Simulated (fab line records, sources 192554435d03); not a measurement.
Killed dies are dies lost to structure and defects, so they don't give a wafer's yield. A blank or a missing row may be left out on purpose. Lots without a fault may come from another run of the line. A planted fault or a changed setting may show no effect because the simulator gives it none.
Which tool did it? | flow n5_finfet | 13 lots, 39 wafers sampled, at 5 steps of a route of 1938

WHAT THE GAUGES READ, wafer by wafer
The record holds no reading of a measuring or inspecting step that can be judged against a usual standard deviation.

WHICH TOOL RAN EACH LOT (tool, then ch and the chambers of the sampled wafers, then the start)
lot  | N5_BEOL_M9_DEGAS_44          | N5_BEOL_M9_SURFACE_TREAT_79  | N5_BEOL_M10_HM_DEP_02        | N5_BEOL_M10_COAT_05               | N5_PASSIVATION_PROBE_49
L317 | pvd_sputter-01, day 10 00:29 | pvd_sputter-02, day 10 01:17 | pvd_sputter-02, day 10 04:10 | litho_track-05 ch 0, day 10 04:18 | -
L318 | pvd_sputter-03, day 10 11:22 | pvd_sputter-03, day 10 11:46 | pvd_sputter-02, day 10 15:18 | litho_track-01 ch 0, day 10 15:26 | -
L320 | pvd_sputter-03, day 10 19:50 | pvd_sputter-02, day 10 20:13 | pvd_sputter-03, day 10 23:11 | litho_track-05 ch 0, day 10 23:19 | -
L322 | pvd_sputter-03, day 11 06:03 | pvd_sputter-03, day 11 06:27 | pvd_sputter-03, day 11 10:20 | litho_track-01 ch 0, day 11 10:28 | -
L325 | pvd_sputter-01, day 12 07:17 | pvd_sputter-02, day 12 07:46 | pvd_sputter-01, day 12 11:07 | litho_track-01 ch 0, day 12 11:15 | -
L327 | pvd_sputter-02, day 12 14:02 | pvd_sputter-01, day 12 14:26 | pvd_sputter-03, day 12 17:43 | litho_track-01 ch 0, day 12 17:52 | prober-01, day 15 03:04
L331 | pvd_sputter-01, day 13 09:08 | pvd_sputter-01, day 13 09:50 | pvd_sputter-03, day 13 14:30 | litho_track-04 ch 0, day 13 14:38 | -
L330 | pvd_sputter-03, day 13 14:58 | pvd_sputter-02, day 13 15:29 | pvd_sputter-02, day 13 18:25 | litho_track-05 ch 0, day 13 18:32 | -
L332 | pvd_sputter-03, day 13 21:38 | pvd_sputter-02, day 13 22:06 | pvd_sputter-01, day 14 03:43 | litho_track-04 ch 0, day 14 03:51 | -
L335 | pvd_sputter-03, day 14 20:52 | pvd_sputter-03, day 14 21:30 | pvd_sputter-01, day 15 00:32 | litho_track-05 ch 0, day 15 00:40 | -
L338 | pvd_sputter-02, day 15 03:01 | pvd_sputter-01, day 15 03:46 | pvd_sputter-02, day 15 06:15 | litho_track-04 ch 0, day 15 06:23 | -
L339 | pvd_sputter-03, day 15 18:15 | pvd_sputter-03, day 15 18:40 | pvd_sputter-02, day 15 21:14 | litho_track-01 ch 0, day 15 21:22 | -
L340 | pvd_sputter-03, day 15 18:35 | pvd_sputter-02, day 15 19:07 | pvd_sputter-02, day 15 22:09 | litho_track-01 ch 0, day 15 22:17 | -
- N5_BEOL_M9_DEGAS_44: time 60 s.
- N5_BEOL_M9_SURFACE_TREAT_79
- N5_BEOL_M10_HM_DEP_02: deposits TiN, target thk 20 nm.
- N5_BEOL_M10_COAT_05: resist thk 90 nm.
- N5_PASSIVATION_PROBE_49

WHAT THE TOOLS THEMSELVES READ (means of the sampled wafers that have a number; where no wafer has one, the mark that the record gives instead)
N5_BEOL_M9_DEGAS_44.
lot  | tool           | heater_power_w (W)
L317 | pvd_sputter-01 | 315
L318 | pvd_sputter-03 | 333
L320 | pvd_sputter-03 | 309
L322 | pvd_sputter-03 | 310
L325 | pvd_sputter-01 | 320
L327 | pvd_sputter-02 | 345
L331 | pvd_sputter-01 | 330
L330 | pvd_sputter-03 | 369
L332 | pvd_sputter-03 | 278
L335 | pvd_sputter-03 | 332
L338 | pvd_sputter-02 | 276
L339 | pvd_sputter-03 | 353
L340 | pvd_sputter-03 | 293

N5_BEOL_M10_HM_DEP_02.
lot  | tool           | throttle_valve_pct (%)
L317 | pvd_sputter-02 | 29.6
L318 | pvd_sputter-02 | 30.1
L320 | pvd_sputter-03 | 30.1
L322 | pvd_sputter-03 | 30.6
L325 | pvd_sputter-01 | 29.8
L327 | pvd_sputter-03 | 30.5
L331 | pvd_sputter-03 | 30.5
L330 | pvd_sputter-02 | 30.5
L332 | pvd_sputter-01 | 29.8
L335 | pvd_sputter-01 | 29.8
L338 | pvd_sputter-02 | 29.4
L339 | pvd_sputter-02 | 29.5
L340 | pvd_sputter-02 | 30.2

N5_BEOL_M10_COAT_05.
lot  | tool           | spin_speed_rpm (rpm)
L317 | litho_track-05 | 1500.8
L318 | litho_track-01 | 1500.1
L320 | litho_track-05 | 1500.0
L322 | litho_track-01 | 1499.6
L325 | litho_track-01 | 1561.0
L327 | litho_track-01 | 1561.5
L331 | litho_track-04 | 1499.5
L330 | litho_track-05 | 1499.3
L332 | litho_track-04 | 1500.1
L335 | litho_track-05 | 1501.2
L338 | litho_track-04 | 1499.9
L339 | litho_track-01 | 1501.1
L340 | litho_track-01 | 1500.7

N5_PASSIVATION_PROBE_49.
lot  | tool      | defect_limited_yield (%) | killed_at_M0_to_M3 | killed_at_M4_up | killed_at_contacts | killed_at_front_end | killed_at_other | killed_dies | killed_open | killed_short | sort_bin_5_function (%) | sort_bin_6_memory (%) | sort_n_pass | sort_yield_pct (%)
L327 | prober-01 | 89.4                     | 33                 | 11              | 13                 | 62                  | 5.3             | 125         | 78          | 44           | 6.4                     | 3.7                   | 1055        | 89.4

THE ANSWER, worked out from the rows above alone
Rule: what is usual is taken from the lots themselves. Put in order of their means at a reading, lots are off if they are a third of the lots or fewer, leave a main group of 4 or more, and stand apart from it by a gap of 3 or more times the standard deviation of the main group's means; of several such gaps the widest counts. A main group whose means are all the same, to the digits that the tables above print for the reading, isn't used. A lot without any number at a reading at which 4 lots or more have one is off too. The other lots that the step has rows for count as sound. The gauges are gone through in route order, then the tools' own readings, and for those a lot's mean is taken as printed above. The first step at which some lot is off is used, and at that step the reading that is off furthest; a lot without a number counts as furthest.
Off: L325, L327, at N5_BEOL_M10_COAT_05 (spin_speed_rpm). The main group: mean 1500.2 rpm, standard deviation 0.62.
A tool fits if, at that step or a process step before it, it ran every lot that is off, and no sound lot after the first of them. None of those tried fits.

WHAT THE SIMULATOR HAD PUT IN
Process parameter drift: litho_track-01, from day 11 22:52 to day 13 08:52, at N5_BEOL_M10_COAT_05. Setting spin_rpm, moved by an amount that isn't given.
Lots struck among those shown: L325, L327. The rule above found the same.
